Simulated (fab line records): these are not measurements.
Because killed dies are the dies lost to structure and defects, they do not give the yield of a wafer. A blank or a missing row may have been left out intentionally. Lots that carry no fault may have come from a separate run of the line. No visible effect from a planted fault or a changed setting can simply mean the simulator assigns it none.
Which tool did it?	flow nand harc	15 lots, 43 wafers sampled, at 5 steps of a route of 1302

## WHAT THE GAUGES SHOWED, per wafer
NHARC_A_BONDPAD_OVL_MEAS_35. Usual: overlay x nm 0 nm, standard deviation 7.8; overlay y nm 1 nm, standard deviation 5.4.
lot	measured	on	overlay x nm (nm)	overlay y nm (nm)	flag
L997	day 23 10:48	overlay-01	-7 -7 -7	3 3 2	
L999	day 24 17:50	overlay-02	5 4 5	-4 -4 -4	
L100	day 25 01:56	overlay-01	-1 -1 0	-1 -1 -1	
L102	day 25 14:43	overlay-01	-8 -7 -7	0 -1 -1	
L101	day 25 17:45	overlay-01	-1 -1 -1	-2 -2 -2	
L103	day 26 03:16	overlay-01	2 2 3	-1 -1 -1	
L104	day 26 18:37	overlay-02	4 4 4	1 0 1	
L108	day 27 11:11	overlay-02	4 4 5	-7 -7 -7	
L106	day 28 01:35	overlay-02	0 0 0	-2 -2 -2	
L107	day 28 07:24	overlay-01	4 4 3	5 5 4	
L109	day 28 19:28	overlay-02	-16 -16	-5 -5	
L111	day 29 01:29	overlay-02	-5 -6	4 4	
L110	day 29 13:21	overlay-01	-9 -9 -9	0 1 0	
L118	day 32 01:30	overlay-01	1 1 1	1 1 0	
L119	day 33 10:23	overlay-02	5 5 5	16 17 17	

NHARC_A_BONDPAD_CD_MEAS_13. Usual: 501.8 nm for cd nm, sd 2.2.
lot	measured	on	cd nm (nm)	flag
L997	day 23 11:22	cd sem-03	504.0 502.3 500.4	
L999	day 24 18:16	cd sem-03	503.4 505.9 503.1	
L100	day 25 02:23	cd sem-01	503.0 502.7 505.5	
L102	day 25 15:13	cd sem-02	498.8 505.0 502.9	
L101	day 25 18:11	cd sem-01	501.1 500.5 500.0	
L103	day 26 03:41	cd sem-03	502.1 501.8 502.6	
L104	day 26 19:04	cd sem-03	500.3 502.0 500.0	
L108	day 27 11:38	cd sem-03	502.8 503.0 505.1	
L106	day 28 02:01	cd sem-01	498.4 503.0 500.7	
L107	day 28 07:51	cd sem-01	501.4 502.0 505.5	
L109	day 28 20:02	cd sem-03	503.3 499.3	
L111	day 29 01:56	cd sem-03	504.7 500.9	
L110	day 29 13:48	cd sem-03	500.1 502.8 503.0	
L118	day 32 01:56	cd sem-03	502.7 503.5 501.0	
L119	day 33 10:50	cd sem-03	504.4 503.4 501.2	

NHARC_END_SORT_01. Usual: for defect limited yield, 91.1 % with a standard deviation of 2.8; for killed at array, 55 with a standard deviation of 19; for killed at other, 0.9 with a standard deviation of 1.4; for killed at periphery, 3.8 with a standard deviation of 2.9; for killed dies, 60 with a standard deviation of 19; for killed open, 3.3 with a standard deviation of 1.8; for killed short, 2.6 with a standard deviation of 1.6.
lot	measured	on	defect limited yield (%)	killed at array	killed at other	killed at periphery	killed dies	killed open	killed short	flag
L106	day 29 17:01	prober-01	92.5 94.8 93.1	50 30 44	0 0 0	1 5 3	51 35 47	2 2 8	3 2 0	
L107	day 29 16:59	prober-02	0 89.2 87.9	669 67 77	3 1 1	5 5 4	677 73 82	7 4 3	1 1 1	OFF
L109	day 30 03:10	prober-02	0 92.6	672 48	0 0	5 2	677 50	3 0	2 1	OFF
L111	day 30 08:08	prober-01	0 0	667 670	0 1	10 6	677 677	5 5	4 4	OFF

## EACH LOT AND THE TOOL THAT RAN IT (in order: tool; ch and the chambers of the sampled wafers; start)
lot	NHARC_A_BONDPAD_ECD_18	NHARC_A_BONDPAD_ANNEAL_28
L997	ecd cu-01 ch 0,1, day 23 12:33	rtp anneal-02 ch 0, day 23 13:00
L999	ecd cu-01 ch 0,1, day 24 19:18	rtp anneal-01 ch 0, day 24 19:41
L100	ecd cu-02 ch 0,1, day 25 03:28	rtp anneal-02 ch 0, day 25 03:54
L102	ecd cu-02 ch 0,1, day 25 16:12	rtp anneal-02 ch 0, day 25 16:34
L101	ecd cu-01 ch 0,1, day 25 19:11	rtp anneal-02 ch 0, day 25 19:33
L103	ecd cu-02 ch 0,1, day 26 04:41	rtp anneal-02 ch 0, day 26 05:04
L104	ecd cu-02 ch 0,1, day 26 20:03	rtp anneal-01 ch 0, day 26 20:25
L108	ecd cu-02 ch 0,1, day 27 12:37	rtp anneal-01 ch 0, day 27 13:03
L106	ecd cu-02 ch 0,1, day 28 03:06	rtp anneal-02 ch 0, day 28 03:35
L107	ecd cu-02 ch 0,1, day 28 08:56	rtp anneal-01 ch 0, day 28 09:19
L109	ecd cu-02 ch 0, day 28 21:04	rtp anneal-02 ch 0, day 28 21:26
L111	ecd cu-02 ch 0,1, day 29 03:01	rtp anneal-02 ch 0, day 29 03:23
L110	ecd cu-01 ch 0,1, day 29 14:55	rtp anneal-01 ch 0, day 29 15:18
L118	ecd cu-02 ch 0,1, day 32 02:55	rtp anneal-01 ch 0, day 32 03:40
L119	ecd cu-01 ch 0,1, day 33 11:52	rtp anneal-02 ch 0, day 33 12:14
- NHARC_A_BONDPAD_ECD_18: material Cu, target thk 400 nm.
- NHARC_A_BONDPAD_ANNEAL_28: time 90 s.

## WHAT THE TOOLS THEMSELVES READ (means of the sampled wafers that have a number; where no wafer has one, the mark that the record gives instead)
NHARC_A_BONDPAD_ECD_18. Usual: 25.00 C for bath temp c, sd 0.1.
lot	tool	bath temp c (C)	flag
L997	ecd cu-01	25.07	
L999	ecd cu-01	24.99	
L100	ecd cu-02	25.02	
L102	ecd cu-02	24.92	
L101	ecd cu-01	24.91	
L103	ecd cu-02	25.00	
L104	ecd cu-02	24.96	
L108	ecd cu-02	25.02	
L106	ecd cu-02	25.01	
L107	ecd cu-02	24.98	
L109	ecd cu-02	24.96	
L111	ecd cu-02	25.02	
L110	ecd cu-01	25.02	
L118	ecd cu-02	25.05	
L119	ecd cu-01	25.04	

NHARC_A_BONDPAD_ANNEAL_28. Usual: 226.1 for wafer_temp_C_max, sd 0.44.
lot	tool	wafer_temp_C_max	flag
L997	rtp anneal-02	226.2	
L999	rtp anneal-01	225.7	
L100	rtp anneal-02	226.3	
L102	rtp anneal-02	226.2	
L101	rtp anneal-02	226.4	
L103	rtp anneal-02	226.2	
L104	rtp anneal-01	225.7	
L108	rtp anneal-01	225.7	
L106	rtp anneal-02	226.5	
L107	rtp anneal-01	225.8	
L109	rtp anneal-02	226.9	
L111	rtp anneal-02	226.7	
L110	rtp anneal-01	225.6	
L118	rtp anneal-01	225.5	
L119	rtp anneal-02	226.7	

## THE ANSWER, worked out from the rows above alone
Rule: a lot is off if the mean of its wafers that have a number lies more than 3 standard deviations from the usual mean. A lot without any number at a reading at which 4 lots or more have one is off too. Where the step has rows for the other lots, those lots are counted as sound. After the gauges, taken in route order, come the tools' own readings; for these a lot's mean is taken, as printed above. At the first step where some lot is off, the reading lying furthest off is the one used; lots without a number count as furthest.
Off at NHARC_END_SORT_01 (defect limited yield): L107, L109, L111. Neither off nor sound, because the step has no rows for them: L997, L999, L100, L102, L101, L103, L104, L108, L110, L118, L119.
A tool fits if, at a process step before that reading, it ran every lot that is off, and no sound lot after the first of them. The gauges at NHARC_END_SORT_01 are tried like those tools. One candidate fits, namely ecd cu-02 at NHARC_A_BONDPAD_ECD_18. A fault onset in the window from L106 (day 28 03:06, its last sound lot) to L107 (day 28 08:56, its first lot off) fits.

## WHAT THE SIMULATOR PUT IN
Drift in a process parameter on ecd cu-02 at NHARC_A_BONDPAD_ECD_18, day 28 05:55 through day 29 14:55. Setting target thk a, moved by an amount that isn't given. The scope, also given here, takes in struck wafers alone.
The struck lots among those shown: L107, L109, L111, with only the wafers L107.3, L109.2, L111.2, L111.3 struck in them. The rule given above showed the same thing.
